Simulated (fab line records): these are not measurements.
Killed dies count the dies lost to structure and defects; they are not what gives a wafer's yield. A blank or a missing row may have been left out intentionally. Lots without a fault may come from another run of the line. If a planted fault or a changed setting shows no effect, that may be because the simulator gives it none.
fab line records	flow nandHarc
record lots=5	wafers=15	lastDay=32
route steps=1302 shown P_M2@330 P_BONDPAD@351 END@1302
lots that met no fault: taken from a fault-free run of the same line
startH: start of the lot's first displayed wafer, in hours after the record's first day	waitH: time in hours since the lot's previous step	" unchanged from the row above	L1.1+2: several wafers, shown together as one row	- either no value or no given start	* or withheld: withheld	< > ~ a bound
route shown NAME@n: NAME is a module with steps in the file, n the number in the route of the first one	usual: average and standard deviation across the fault-free wafers	same: alike in all rows	chamber/n: place in a boat	sites: readings site by site	_std_site: the values' standard deviation	_edge_site: inner sites' mean taken away from outer sites' mean	radiusMm: for every site, how far away it sits from the centre of the wafer	mask NAME#n: copy n	behind: tool/chamber where the wafer was last shaped	hold: the reason the lot was held/the length of the hold in hours/how it ended	device: which transistor (n, p or np) failed to switch	end of line: the tests these same wafers got at the end of their route	a step given without rows: its recipe and nothing more	killed: count of dies lost to structure and defects at first sort (not the wafer's yield)	map: per-die view of a wafer (x killed, . not killed, _ where there is no die)
set.NAME: setting as actually run; set.NAME@STEP: the setting as run at that earlier step	model.NAME: the simulator's own value behind a step, which no gauge read
lots at some steps of the route; a table a step, a row a wafer
services: from which hour (startH, from the record's first day; less than 0 if before it) a tool's chamber was out of use, for how many hours, and why
## steps
# step NHARC_P_M2_INSPECT_11
# usual rawDefectCount=4.6/2.9
lot.wafer	tool	chamber	startH	waitH	rawDefectCount
L440.3	defectInspect-02	-	128.88	0.0	8
L440.5	"	-	"	"	4
L440.6	"	-	"	"	1
L444.3	defectInspect-01	-	174.05	0.0	2
L444.4	"	-	"	"	4
L444.5	"	-	"	"	4
L447.1	defectInspect-02	-	199.38	0.0	7
L447.5	"	-	"	"	7
L447.6	"	-	"	"	4
L452.1	defectInspect-01	-	246.69	0.0	3
L452.3	"	-	"	"	1
L452.4	"	-	"	"	8
L462.1	defectInspect-01	-	352.88	0.0	4
L462.3	"	-	"	"	4
L462.5	"	-	"	"	3
# step NHARC_P_M2_DESCUM_14
# recipe timeS=3	o2FlowSccm=200	arFlowSccm=0	biasPowerW=0	chemistry=O2
# step NHARC_P_M2_ETCH_35
# recipe targetDepthA=400	overetchA=120	timeS=43.94	ionEnergyEv=200	n2FlowSccm=150	h2FlowSccm=150	arFlowSccm=0	rfW=400	biasW=150	chemistry=N2/H2
# usual drypumpMotorCurrentA=5.7/0.49	mfcArSccm=0.009/0.01	oesProductAu=1.002/0.0076	rfVppV=431.3/2.1	showerheadPlenumPTorr=2.07/0.069	throttleValvePct=14.171/0.0083
lot.wafer	tool	chamber	startH	waitH	drypumpMotorCurrentA	mfcArSccm	oesProductAu	rfHoursCounterH	rfVppV	showerheadPlenumPTorr	throttleValvePct
L440.3	rieDiel-10	1	129.04	0.1	5.6	0.035	1.002	2.9	429.1	1.98	14.176
L440.6	"	2	"	"	6.4	0.007	1.015	-	430.9	2.08	14.164
L440.5	"	3	"	"	5.1	0	1.011	-	433.0	2.10	14.180
L444.3	rieDiel-12	3	174.20	0.1	6.4	0.011	0.995	3.1	431.0	2.03	14.170
L444.4	"	1	"	"	5.7	0	0.988	3.2	431.3	2.08	14.178
L444.5	"	2	"	"	5.2	0.012	1.006	-	428.8	1.97	14.165
L447.1	rieDiel-03	0	199.54	0.1	5.7	0.018	1.002	4.0	434.7	2.20	14.173
L447.6	"	1	"	"	6.1	0.016	1.008	-	433.1	2.15	14.178
L447.5	"	2	"	"	5.2	0	1.003	-	430.7	2.07	14.172
L452.3	rieDiel-12	3	246.84	0.1	6.5	0.011	1.002	7.3	430.9	2.03	14.164
L452.4	"	0	"	"	5.4	0	1.003	7.4	427.5	2.03	14.167
L452.1	"	1	"	"	5.7	0	1.001	7.0	431.3	2.08	14.175
L462.1	rieDiel-12	1	353.03	0.1	5.7	0	0.993	3.7	432.0	2.08	14.173
L462.3	"	3	"	"	6.5	0.011	0.977	4.4	430.4	2.03	14.165
L462.5	"	0	"	"	5.4	0	1.001	-	429.3	2.03	14.168
# step NHARC_P_M2_ETCH_15
# recipe targetDepthA=1825	timeS=91.2	c4f8FlowSccm=withheld	arFlowSccm=400	rfW=600	biasW=300	chemistry=C4F8/Ar
# usual oesProductAu=0.940/0.018	rfVppV=441.7/2.2
lot.wafer	tool	chamber	startH	waitH	oesProductAu	rfHoursCounterH	rfVppV
L440.3	rieDiel-10	3	-	-	0.931	5.0	442.8
L440.6	"	3	"	"	0.930	-	441.5
L440.5	"	0	"	"	0.937	-	446.2
L444.3	rieDiel-12	0	-	-	0.931	3.4	441.6
L444.4	"	1	"	"	0.930	3.2	443.7
L444.5	"	3	"	"	0.922	-	440.4
L447.1	rieDiel-03	2	-	-	0.930	6.0	440.5
L447.6	"	3	"	"	0.918	-	440.3
L447.5	"	0	"	"	0.929	-	445.6
L452.1	rieDiel-12	1	-	-	0.922	7.0	441.5
L452.3	"	3	"	"	0.924	7.3	441.3
L452.4	"	0	"	"	0.927	7.4	440.3
L462.3	rieDiel-12	2	-	-	0.928	4.6	439.9
L462.1	"	1	"	"	0.926	3.7	442.7
L462.5	"	3	"	"	0.919	-	440.3
# step NHARC_P_M2_CD_MEAS_16
# usual cdNm=170.0/0.64
lot.wafer	tool	chamber	startH	waitH	cdNm
L440.3	cdSem-01	-	129.25	-	169.8
L440.5	"	-	"	"	169.4
L440.6	"	-	"	"	169.9
L444.3	cdSem-01	-	174.42	-	169.8
L444.4	"	-	"	"	169.9
L444.5	"	-	"	"	169.6
L447.1	cdSem-01	-	199.74	-	169.8
L447.5	"	-	"	"	170.5
L447.6	"	-	"	"	169.7
L452.1	cdSem-01	-	247.53	-	170.5
L452.3	"	-	"	"	169.2
L452.4	"	-	"	"	170.4
L462.1	cdSem-03	-	353.24	-	169.9
L462.3	"	-	"	"	169.6
L462.5	"	-	"	"	170.8
# step NHARC_P_M2_STRIP_18
# recipe powerW=1000	n2FlowSccm=150	h2FlowSccm=150	arFlowSccm=0	biasW=0	chemistry=N2/H2
# step NHARC_P_M2_ETCH_28
# recipe targetDepthA=300	overEtchFrac=0.3	timeS=72.99	ionEnergyEv=150	cf4FlowSccm=50	n2FlowSccm=100	arFlowSccm=150	rfW=300	biasW=100	chemistry=CF4/N2
# usual cf4FlowSccm=49.99/0.14	drypumpMotorCurrentA=5.6/0.5	mfcArSccm=150.1/0.45	oesProductAu=1.001/0.0073	rfVppV=314.9/1.7	showerheadPlenumPTorr=2.66/0.081	throttleValvePct=19.794/0.0097
lot.wafer	tool	chamber	startH	waitH	cf4FlowSccm	drypumpMotorCurrentA	mfcArSccm	oesProductAu	rfHoursCounterH	rfVppV	showerheadPlenumPTorr	throttleValvePct
L440.3	rieDiel-12	3	-	-	49.96	6.5	149.3	0.994	1.7	314.6	2.62	19.804
L440.6	"	2	"	"	50.02	5.3	149.9	0.986	-	312.6	2.54	19.805
L440.5	"	3	"	"	49.84	6.5	150.5	1.000	-	314.8	2.62	19.786
L444.3	rieDiel-03	0	-	-	49.92	5.7	148.8	1.001	2.7	316.3	2.82	19.793
L444.4	"	1	"	"	49.81	6.1	150.6	1.005	3.4	317.2	2.75	19.795
L444.5	"	3	"	"	50.06	5.0	150.4	1.007	-	314.7	2.60	19.785
L447.1	rieDiel-12	1	-	-	50.21	5.7	149.9	0.998	4.1	315.0	2.67	19.805
L447.5	"	3	"	"	49.92	6.5	149.7	1.009	-	315.0	2.61	19.776
L447.6	"	0	"	"	50.04	5.4	151.0	0.986	-	313.1	2.62	19.801
L452.4	rieDiel-03	1	-	-	50.13	6.1	149.2	1.000	7.8	315.3	2.75	19.784
L452.3	"	2	"	"	49.94	5.2	150.5	1.000	8.0	314.2	2.66	19.805
L452.1	"	3	"	"	49.82	5.0	150.7	0.998	7.1	313.6	2.60	19.805
L462.1	rieDiel-03	1	-	-	50.06	6.1	149.3	1.010	2.4	316.5	2.75	19.790
L462.3	"	2	"	"	49.98	5.2	149.6	1.003	4.2	316.4	2.66	19.791
L462.5	"	1	"	"	50.21	6.1	149.5	1.003	-	317.0	2.75	19.788
# step NHARC_P_M2_STRIP_19
# recipe timeS=600	tempC=30	chemistry=postEtchResidueRemover
# step NHARC_P_M2_DEGAS_29
# recipe tempC=250	timeS=60
# usual heaterPowerW=340/35
lot.wafer	tool	chamber	startH	waitH	heaterPowerW
L440.3	pvdSputter-01	-	129.97	-	305
L440.6	"	-	"	"	368
L440.5	"	-	"	"	408
L444.3	pvdSputter-01	-	175.12	-	302
L444.4	"	-	"	"	299
L444.5	"	-	"	"	307
L447.1	pvdSputter-02	-	200.48	-	268
L447.5	"	-	"	"	398
L447.6	"	-	"	"	353
L452.1	pvdSputter-02	-	248.24	-	353
L452.4	"	-	"	"	322
L452.3	"	-	"	"	401
L462.3	pvdSputter-02	-	353.96	-	366
L462.1	"	-	"	"	338
L462.5	"	-	"	"	366
# step NHARC_P_M2_PRE_CLEAN_30
# recipe timeS=30	tempC=280	gas=H2/He
# step NHARC_P_M2_PVD_20
# recipe targetThkA=50	biasV=168.6	powerW=15000	chamberPressurePa=0.12	timeS=8.06	substrateTempC=50	material=TaN
# step NHARC_P_M2_PVD_21
# recipe targetThkA=300	chamberPressurePa=5	powerW=5000	substrateTempC=30	timeS=20.49	material=Cu
# step NHARC_P_M2_ECD_22
# recipe targetThkA=4000	bathTempC=25	material=Cu
lot.wafer	tool	chamber	startH	waitH
L440.3+5+6	ecdCu-02	1,0,1	130.47	-
L444.4+3+5	ecdCu-01	0,1,1	175.58	-
L447.1+5+6	ecdCu-02	1,0,1	200.86	-
L452.1+4+3	ecdCu-01	1,1,0	248.60	-
L462.1+3+5	ecdCu-01	1,0,1	354.32	-
# step NHARC_P_M2_ANNEAL_31
# recipe tempC=225	timeS=90
# step NHARC_P_M2_CMP_23
# recipe tOverpolishS=20	targetThkNm=144.3
# step NHARC_P_M2_THK_MEAS_24
# recipe thkMeasGauge=xrf
# usual thkNm=144.7/1.3
lot.wafer	tool	chamber	startH	waitH	thkNm
L440.3	filmMetro-01	-	131.36	-	142.4
L440.5	"	-	"	"	143.8
L440.6	"	-	"	"	144.1
L444.3	filmMetro-01	-	176.51	-	145.0
L444.4	"	-	"	"	144.1
L444.5	"	-	"	"	146.4
L447.1	filmMetro-02	-	201.85	-	146.9
L447.5	"	-	"	"	147.1
L447.6	"	-	"	"	148.4
L452.1	filmMetro-01	-	249.65	-	141.7
L452.3	"	-	"	"	142.1
L452.4	"	-	"	"	145.5
L462.1	filmMetro-02	-	355.38	-	146.4
L462.3	"	-	"	"	146.2
L462.5	"	-	"	"	145.9
# step NHARC_P_M2_SRD_25
# step NHARC_P_M2_PRE_CLEAN_32
# recipe timeS=12	tempC=370	rfPowerW=300	gas=NH3
# usual heaterPowerOuterW=330/44	heaterPowerW=582/66
lot.wafer	tool	chamber	startH	waitH	heaterPowerOuterW	heaterPowerW
L440.3	pecvd-02	0	131.60	0.1	404	705
L440.6	"	2	"	"	320	539
L440.5	"	1	"	"	274	545
L444.3	pecvd-01	1	176.74	0.1	330	566
L444.5	"	1	"	"	326	567
L444.4	"	0	"	"	356	593
L447.1	pecvd-02	1	202.08	0.1	250	506
L447.5	"	2	"	"	327	557
L447.6	"	0	"	"	369	677
L452.1	pecvd-02	2	249.87	0.1	276	494
L452.3	"	0	"	"	366	680
L452.4	"	1	"	"	293	561
L462.3	pecvd-02	0	355.61	0.1	402	739
L462.1	"	1	"	"	262	514
L462.5	"	1	"	"	263	508
# step NHARC_P_M2_DEP_33
# recipe targetThkA=300	tempC=370	targetThkNm=30	pressureTorr=3	flowSccm=200	rfW=450	material=SiCN
# step NHARC_P_BONDPAD_DEP_00
# recipe targetThkA=2500	tempC=370	targetThkNm=250	pressureTorr=3	flowSccm=200	rfW=450	material=SiCN
# step NHARC_P_BONDPAD_CMP_32
# recipe targetThkNm=200	material=SiCN
# step NHARC_P_BONDPAD_THK_MEAS_33
# recipe thkMeasGauge=ellipsometry
# usual thkNm=200.1/1.6
lot.wafer	tool	chamber	startH	waitH	thkNm
L440.3	filmMetro-01	-	132.71	0.2	200.6
L440.5	"	-	"	"	201.3
L440.6	"	-	"	"	199.5
L444.3	filmMetro-01	-	177.89	0.2	198.3
L444.4	"	-	"	"	199.3
L444.5	"	-	"	"	198.5
L447.1	filmMetro-01	-	203.23	0.2	202.8
L447.5	"	-	"	"	202.2
L447.6	"	-	"	"	202.4
L452.1	filmMetro-01	-	251.03	0.1	200.0
L452.3	"	-	"	"	201.9
L452.4	"	-	"	"	199.4
L462.1	filmMetro-01	-	356.78	0.2	203.5
L462.3	"	-	"	"	200.8
L462.5	"	-	"	"	201.0
# step NHARC_P_BONDPAD_SRD_34
# step NHARC_P_BONDPAD_DEHYDRATE_01
# recipe tempC=150	timeS=120
# step NHARC_P_BONDPAD_HMDS_02
# recipe timeS=30
# step NHARC_P_BONDPAD_COAT_36
# recipe tempC=200	timeS=65
# step NHARC_P_BONDPAD_COAT_03
# recipe spinRpm=2000	resistThkNm=600
# step NHARC_P_BONDPAD_SOFTBAKE_04
# recipe tempC=125	timeS=70
# step NHARC_P_BONDPAD_EBR_05
# step NHARC_P_BONDPAD_EXPOSE_06
# recipe na=0.55	doseMj=37.06	maskId=P_BPAD
# step NHARC_P_BONDPAD_PEB_07
# recipe pebTempC=128	pebTimeS=80
# step NHARC_P_BONDPAD_DEVELOP_08
# recipe timeS=50	devTempC=22
# step NHARC_P_BONDPAD_CD_MEAS_09
# recipe targetCdNm=500	landingEnergyEv=500
# usual cdNm=499.0/1.4
lot.wafer	tool	chamber	startH	waitH	cdNm
L440.3	cdSem-02	0	133.27	-	501.2
L440.5	"	0	"	"	501.1
L440.6	"	0	"	"	500.3
L444.3	cdSem-01	0	178.33	-	499.4
L444.4	"	0	"	"	500.0
L444.5	"	0	"	"	497.3
L447.1	cdSem-02	0	203.79	-	496.2
L447.5	"	0	"	"	497.6
L447.6	"	0	"	"	494.1
L452.1	cdSem-02	0	251.59	-	496.7
L452.3	"	0	"	"	499.1
L452.4	"	0	"	"	498.1
L462.1	cdSem-03	0	357.35	-	499.3
L462.3	"	0	"	"	499.9
L462.5	"	0	"	"	497.6
# step NHARC_P_BONDPAD_OVL_MEAS_38
# usual overlayXNm=0/5	overlayYNm=1/5.8
lot.wafer	tool	chamber	startH	waitH	overlayXNm	overlayYNm
L440.3	overlay-01	-	133.36	-	-5	1
L440.5	"	-	"	"	-5	2
L440.6	"	-	"	"	-5	2
L444.3	overlay-01	-	178.41	-	4	3
L444.4	"	-	"	"	5	2
L444.5	"	-	"	"	5	3
L447.1	overlay-02	-	203.88	-	3	9
L447.5	"	-	"	"	4	9
L447.6	"	-	"	"	3	9
L452.1	overlay-02	-	251.68	-	2	8
L452.3	"	-	"	"	2	8
L452.4	"	-	"	"	3	8
L462.1	overlay-02	-	357.43	-	-7	0
L462.3	"	-	"	"	-6	0
L462.5	"	-	"	"	-7	0
# step NHARC_P_BONDPAD_HARDBAKE_10
# recipe tempC=118	timeS=65
# step NHARC_P_BONDPAD_DESCUM_11
# recipe timeS=3	o2FlowSccm=200	arFlowSccm=0	biasPowerW=0	chemistry=O2
# step NHARC_P_BONDPAD_ETCH_37
# recipe targetDepthA=600	overetchA=180	timeS=65.91	ionEnergyEv=200	n2FlowSccm=150	h2FlowSccm=150	arFlowSccm=0	rfW=400	biasW=150	chemistry=N2/H2
# step NHARC_P_BONDPAD_ETCH_12
# recipe targetDepthA=2000	timeS=100	chf3FlowSccm=50	o2FlowSccm=10	arFlowSccm=200	rfW=500	biasW=200	chemistry=CHF3/O2
# step NHARC_P_BONDPAD_CD_MEAS_13
# usual cdNm=498.6/1.5
lot.wafer	tool	chamber	startH	waitH	cdNm
L440.3	cdSem-02	-	133.85	-	501.0
L440.5	"	-	"	"	500.7
L440.6	"	-	"	"	499.8
L444.3	cdSem-01	-	178.86	-	499.7
L444.4	"	-	"	"	499.1
L444.5	"	-	"	"	496.8
L447.1	cdSem-03	-	204.32	-	496.2
L447.5	"	-	"	"	497.2
L447.6	"	-	"	"	494.4
L452.1	cdSem-03	-	252.11	-	497.5
L452.3	"	-	"	"	498.8
L452.4	"	-	"	"	497.1
L462.1	cdSem-01	-	357.87	-	499.1
L462.3	"	-	"	"	499.4
L462.5	"	-	"	"	497.6
# step NHARC_P_BONDPAD_STRIP_15
# recipe o2FlowSccm=500	arFlowSccm=0	biasW=0	chemistry=O2
# step NHARC_END_SORT_01
# recipe tempC=25
# usual defectLimitedYield=91/3	killedAtArray=56/20	killedAtOther=1/1.3	killedAtPeriphery=3.5/2.7	killedDies=60/20	killedOpen=3.3/1.6	killedShort=2.4/1.5
# same grossDies=677
lot.wafer	tool	chamber	startH	waitH	defectLimitedYield[%]	killedAtArray	killedAtOther	killedAtPeriphery	killedDies	killedOpen	killedShort
L440.3	prober-02	0	535.51	3.1	92	45	0	10	55	5	3
L440.5	prober-02	0	537.09	3.7	90	59	2	5	66	4	3
L440.6	prober-02	0	537.88	3.9	94	41	1	2	44	5	2
L444.3	prober-01	0	612.05	3.1	89	73	1	2	76	2	3
L444.4	prober-01	0	612.85	3.4	90	60	3	3	66	3	3
L444.5	prober-01	0	613.64	3.7	87	81	5	4	90	3	0
L447.1	prober-02	0	625.17	2.4	90	57	1	7	65	6	5
L447.5	prober-02	0	628.39	3.7	89	66	3	6	75	7	3
L447.6	prober-02	0	629.19	4.0	93	38	3	4	45	1	4
L462.1	prober-01	0	771.23	2.5	92	49	1	3	53	3	1
L462.3	prober-01	0	772.82	3.1	11	24	0	576	600	1	4
L462.5	prober-01	0	774.41	3.7	92	53	0	0	53	1	2
# killed by level:class
L440.3 A_CHANNEL_HOLE_D2:chamberFilmFlake=21 A_CONTACT:chamberFilmFlake=7 A_SLIT:chamberFilmFlake=5 P_GATE:chamberFilmFlake=4 A_STAIRCASE:chamberFilmFlake=3 P_M1:geometricParticle:open=2 A_ONON_D2:geometricParticle:open=2 A_CHANNEL_FILL_D2:chamberFilmFlake=2
L440.5 A_CHANNEL_HOLE_D2:chamberFilmFlake=38 A_CONTACT:chamberFilmFlake=5 A_SLIT:chamberFilmFlake=4 P_GATE:chamberFilmFlake=3 A_SGD_CUT:chamberFilmFlake=3 A_SGD_CUT:geometricParticle:short=2 HYBRID_BOND:chamberFilmFlake=2 A_CHANNEL_FILL_D2:chamberFilmFlake=2
L440.6 A_CHANNEL_HOLE_D2:chamberFilmFlake=12 A_CONTACT:chamberFilmFlake=11 A_SLIT:chamberFilmFlake=5 A_STAIRCASE:chamberFilmFlake=4 A_DECK1_JOINT:chamberFilmFlake=2 P_STI:geometricParticle:open=1 P_M0:geometricParticle:short=1 A_ONON_D2:geometricParticle:open=1
L444.3 A_CHANNEL_HOLE_D1:chamberFilmFlake=32 A_SLIT:chamberFilmFlake=26 A_CONTACT:chamberFilmFlake=6 A_CHANNEL_HOLE_D2:chamberFilmFlake=4 P_M0:geometricParticle:open=1 A_CHANNEL_FILL_D1:geometricParticle:short=1 A_ONON_D2:geometricParticle:open=1 A_ONON_D2:geometricParticle:short=1
L444.4 A_SLIT:chamberFilmFlake=22 A_CHANNEL_HOLE_D1:chamberFilmFlake=19 A_CHANNEL_HOLE_D2:chamberFilmFlake=7 A_CONTACT:chamberFilmFlake=3 THIN_TSV:chamberFilmFlake=3 A_DECK1_JOINT:chamberFilmFlake=2 A_WL_FILL:chamberFilmFlake=2 P_GATE:geometricParticle:short=1
L444.5 A_CHANNEL_HOLE_D1:chamberFilmFlake=39 A_SLIT:chamberFilmFlake=24 A_CHANNEL_HOLE_D2:chamberFilmFlake=7 A_CONTACT:chamberFilmFlake=6 THIN_TSV:chamberFilmFlake=5 P_GATE:chamberFilmFlake=3 A_WL_FILL:chamberFilmFlake=2 P_STI:geometricParticle:open=1
L447.1 A_CHANNEL_HOLE_D1:chamberFilmFlake=19 A_CHANNEL_HOLE_D2:chamberFilmFlake=11 A_CONTACT:chamberFilmFlake=9 A_WL_FILL:chamberFilmFlake=7 P_STI:chamberFilmFlake=3 A_ONON_D2:geometricParticle:short=2 A_BLC:geometricParticle:open=2 P_CONTACT:geometricParticle:open=1
L447.5 A_CHANNEL_HOLE_D1:chamberFilmFlake=36 A_CHANNEL_HOLE_D2:chamberFilmFlake=13 A_CONTACT:chamberFilmFlake=6 THIN_TSV:chamberFilmFlake=3 P_GATE:geometricParticle:open=2 P_CONTACT:chamberFilmFlake=2 A_M1:chamberFilmFlake=2 A_SOURCE_PLATE:geometricParticle:short=1
L447.6 A_CHANNEL_HOLE_D1:chamberFilmFlake=17 A_CHANNEL_HOLE_D2:chamberFilmFlake=8 A_CONTACT:chamberFilmFlake=6 THIN_TSV:chamberFilmFlake=3 A_WL_FILL:chamberFilmFlake=2 P_STI:geometricParticle:short=1 P_CONTACT:geometricParticle:open=1 A_SOURCE_PLATE:geometricParticle:short=1
L462.1 A_CHANNEL_HOLE_D2:chamberFilmFlake=28 A_SLIT:chamberFilmFlake=5 A_DECK1_JOINT:chamberFilmFlake=4 A_ZERO_WELL:chamberFilmFlake=3 A_BLC:chamberFilmFlake=3 A_CHANNEL_HOLE_D1:chamberFilmFlake=2 A_STAIRCASE:chamberFilmFlake=2 P_STI:geometricParticle:short=1
L462.3 P_M2:unspecified=573 A_CHANNEL_HOLE_D2:chamberFilmFlake=18 A_CHANNEL_FILL_D1:geometricParticle:short=2 P_GATE:geometricParticle:open=1 A_CHANNEL_FILL_D2:geometricParticle:short=1 A_M1:geometricParticle:short=1 P_STI:chamberFilmFlake=1 P_CONTACT:chamberFilmFlake=1
L462.5 A_CHANNEL_HOLE_D2:chamberFilmFlake=26 A_SLIT:chamberFilmFlake=7 A_ZERO_WELL:chamberFilmFlake=3 A_CHANNEL_FILL_D1:chamberFilmFlake=3 A_CONTACT:chamberFilmFlake=3 A_DECK1_JOINT:chamberFilmFlake=2 A_STAIRCASE:chamberFilmFlake=2 A_BLC:chamberFilmFlake=2
# map L462.3 (x killed, . not)
____________x____________
_________xxx.xxx_________
_______.xxxxxxxxx._______
______x.xxxx.xxxxxx______
_____xxxxxxxxxxxxxxx_____
____.xxxxxxxxxxxxxxxx____
____xxxxxxxx.xxx.xxxx____
___xxx.xxxxxxxxxxxxxxx___
___xxxxxx.xxxxxxxxxxxx___
__xxxxxxxxxxxxxxxxxx.xx__
__.xxxxxxxxxxx.x.xxxxxx__
_xxxxxxxx.xxx.xxxxxx.xxx_
_xxxxxxxxxxxxxxxxxxxxxxx_
_xx.xxxxxxxxxxxxx.xxxxxx_
_x.x.x.xxxxxxxxxxxxx.xxx_
_xxxxxx..xxxxxx.x.xxxxxx_
xx.xxxxx.xxxx.xx.xxxxxxx.
xxxxx..xxxxxxxxxxxxxxxxxx
xxxxxxxxxxxxxxxxxx.xxxxxx
xxxx.xxxxxxxxxxxxxx.xxxxx
xxx.xxxxxxxxxxxxxxxx...x.
_xxxxx.xxxxxxxxxxxxxxxxx_
_xxxxxxxxxx..xxxxxx.xxxx_
_xxxx.xxxxxxxxxxxxxxxxxx_
_x.xxxxxxxxxxxxxxxx.xxxx_
_.x.xxxxxxxxx.xxxxxx.xx._
__x.xxx.xx.x.xxx.x.xxxx__
__xx.xx.xxxxxxxxxxxxxxx__
___.x..xxx.xxxxxxxxxxx___
___xxxxxxxxxxxxxxxxx.x___
____xxxxx.x..xxxxxxxx____
____xxxxx...xxxxxxxxx____
_____xxxxxxxxxxxxx.x_____
______xxxxxxxxxxxxx______
_______xxxxxxxx..._______
_________xxxxxxx_________
____________x____________
# map L444.5 (x killed, . not)
____________x____________
_________....xx._________
_______..........._______
______.............______
_____............x.._____
____........x........____
____...x.............____
___...................___
___...................___
__............x..x.....__
__.............x.......__
_.......x.....xxxx......_
_.............xx.x......_
_...........x.xxx......._
_........x..x.xxx.x....._
_.........x..xxxx.x....._
.............xxxxx...x...
.........x.x....xxx.x....
...............xx.x.x....
..............xxxxxxx....
........x......x.....x...
_.....x..............x.._
_.................x....._
_.....x.........x.xx...._
_..........x...x..x....._
_.............x..xx....._
__............x.xxx....__
__.............xxxx..x.__
___............x.x....___
___.............xxx...___
____..............xx.____
____.............x...____
_____.........x....._____
______.............______
_______..........._______
_________......._________
____________.____________
## services
tool	chamber	startH	hours	kind
pvdSputter-02	-	109.14	66.4	repair
rieDiel-03	0	113.03	6.7	repair
pvdSputter-01	-	116.01	3.7	repair
ecdCu-01	-	160.00	8.0	pm
rieDiel-12	3	160.86	2.2	repair
ecdCu-01	-	179.54	5.0	repair
rieDiel-03	0	214.16	5.1	repair
pecvd-02	-	227.16	13.0	pm
rieDiel-03	3	248.65	1.2	repair
rieDiel-12	0	251.52	10.3	repair
rieDiel-12	2	253.54	4.0	repair
ecdCu-01	-	267.14	1.4	repair
rieDiel-12	-	268.40	9.0	pm
rieDiel-03	0	279.47	6.5	repair
rieDiel-03	-	281.74	9.0	pm
pvdSputter-02	-	282.00	10.0	pm
pvdSputter-02	-	303.07	4.6	repair
rieDiel-03	1	311.32	4.6	repair
rieDiel-03	1	317.73	4.5	repair
pvdSputter-02	-	324.53	2.1	repair
ecdCu-01	-	324.83	0.4	repair
rieDiel-12	1	325.14	5.4	repair
ecdCu-01	-	335.98	4.9	repair
pvdSputter-02	-	338.00	10.5	repair
## key
firstSign step=NHARC_END_SORT_01	reading=killedAtPeriphery	direction=up	sigmas=99+	usual=3.5	struck=576
effect step=NHARC_END_SORT_01	reading=defectLimitedYield	direction=down	sigmas=27	usual=91	struck=11
moreKillsBornAt NHARC_P_M2_ECD_22@ecdCu-01=573
metAt NHARC_P_M2_ECD_22
struckWafers L462.3
onsetBetween 248.60 354.32
fault kind=chamberParticleSource	tool=ecdCu-01	chamber=0	onsetH=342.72	steps=NHARC_P_M2_ECD_22	ratePerVisitCm2=2.1926	endH=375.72
